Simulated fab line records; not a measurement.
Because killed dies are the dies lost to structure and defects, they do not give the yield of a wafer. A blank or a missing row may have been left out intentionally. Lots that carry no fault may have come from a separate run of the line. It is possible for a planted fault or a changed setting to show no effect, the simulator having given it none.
Comparing a struck lot with a sound one :: flow nand harc :: 15 steps out of a route of 1302
Sound: the wafers L717.1, L717.5, L717.6. Struck: wafer L734.2 (left out: L734.3, a lot-mate that was not struck); the cause follows at the end.
At each step with rows: each side's tool, then ch and its chambers, then its first start. Under that, the readings that differ: sound wafers :: struck wafers :: difference of the means :: sigmas: that difference in standard deviations of wafers without a fault.
alike: readings whose means differ by less than 2 such deviations, and words and numbers that are the same on both sides. not compared: withheld readings, readings that some wafer has no value for, bounds like >300 that may hide the same value, and numbers for which the record gives no deviation and whose values overlap.
Wherever a step has rows on one side only, a row that says differs or no value, or a row with sigmas, the two part there. Non-overlapping numbers with no deviation appear without sigmas and do not part them. A reading missing from all wafers of one side parts the sides only when that side holds two or more wafers.

first, 1 step without rows for these wafers: NHARC_A_CHANNEL_HOLE_D1_XSEM_31.
NHARC_A_CHANNEL_HOLE_D1_INSPECT_40:
  struck on defect inspect-01, day 16 07:41; sound on defect inspect-01, day 9 15:56
  alike: raw defect count
then, 2 steps without rows for these wafers: NHARC_A_CHANNEL_FILL_D1_PRECLEAN_00 (cleans in SC1); NHARC_A_CHANNEL_FILL_D1_SRD_01.
NHARC_A_CHANNEL_FILL_D1_ALD_02: deposits SiO2, target thk 6 nm, pulse time 10 s, ald cycles 60.
  sound on ald hk-01 ch 0,1,2, day 9 16:17; struck on ald hk-02 ch 1, day 16 07:53
  alike: heater power w, precursor pulse height rel
then, 1 step without rows for these wafers: NHARC_A_CHANNEL_FILL_D1_ALD_03 (deposits SiNx, target thk 6 nm, pulse time 60 s, ald cycles 58).
NHARC_A_CHANNEL_FILL_D1_ALD_14: deposits SiO2, target thk 2.5 nm, pulse time 10 s, ald cycles 25.
  sound on ald hk-01 ch 1,2,3, day 9 23:26; struck on ald hk-02 ch 2, day 16 12:45
  alike: heater power w, precursor pulse height rel
NHARC_A_CHANNEL_FILL_D1_ALD_15: deposits SiNx, target thk 2 nm, pulse time 60 s, ald cycles 19.
  sound on ald sin batch-01 ch 0; struck on ald sin batch-02 ch 0
  alike: precursor pulse height rel
NHARC_A_CHANNEL_FILL_D1_ALD_16: deposits SiO2, target thk 1.5 nm, pulse time 10 s, ald cycles 15.
  sound on ald hk-02 ch 0,1,2, day 10 05:28; struck on ald hk-02 ch 0, day 16 17:53
  alike: heater power w, precursor pulse height rel
then, 2 steps without rows for these wafers: NHARC_A_CHANNEL_FILL_D1_ANNEAL_17 (time 1800 s); NHARC_A_CHANNEL_FILL_D1_CVD_18 (deposits poly-Si, target thk 3 nm).
NHARC_A_CHANNEL_FILL_D1_ETCHBACK_19: etches the open film in HBr/Cl2, target depth 5 nm, time 1.7 s.
  sound on rie si-05 ch 0,1,2, day 10 18:04; struck on rie si-05 ch 3, day 17 05:31
  alike: drypump motor current A, oes product au, throttle valve pct
  not compared: rf hours counter h
NHARC_A_CHANNEL_FILL_D1_ETCHBACK_20: etches the open film in C4F8/O2/Ar, target depth 27 nm, time 13.5 s.
  sound on rie diel-07 ch 0,1,3, day 10 18:12; struck on rie diel-10 ch 0, day 17 05:39
reading: run length s (s)
sound: 34.3 34.9 35.8
struck: 29.6
difference: -5.4
sigmas: -10
  alike: oes product au, rf vpp V
  not compared: rf hours counter h
then, 1 step without rows for these wafers: NHARC_A_CHANNEL_FILL_D1_STRIP_28 (strips in O2, time 20 s).
-- record jumps: 15 days between struck wafers' starts before vs after; left off in module A_CHANNEL_FILL_D1, resumes in module END, first step shown is number 1302 of the route --
NHARC_END_SORT_01:
  here the record holds rows for the struck wafers (prober-02 ch 0, day 32 02:49) but none for the sound ones

## WHERE THEY PART
Last at NHARC_END_SORT_01 as far as this record goes, first at NHARC_A_CHANNEL_FILL_D1_ETCHBACK_20.

WHY: what had been put in by the simulator
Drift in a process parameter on rie diel-10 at NHARC_A_CHANNEL_FILL_D1_ETCHBACK_20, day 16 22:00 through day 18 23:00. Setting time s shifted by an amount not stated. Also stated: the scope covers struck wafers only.
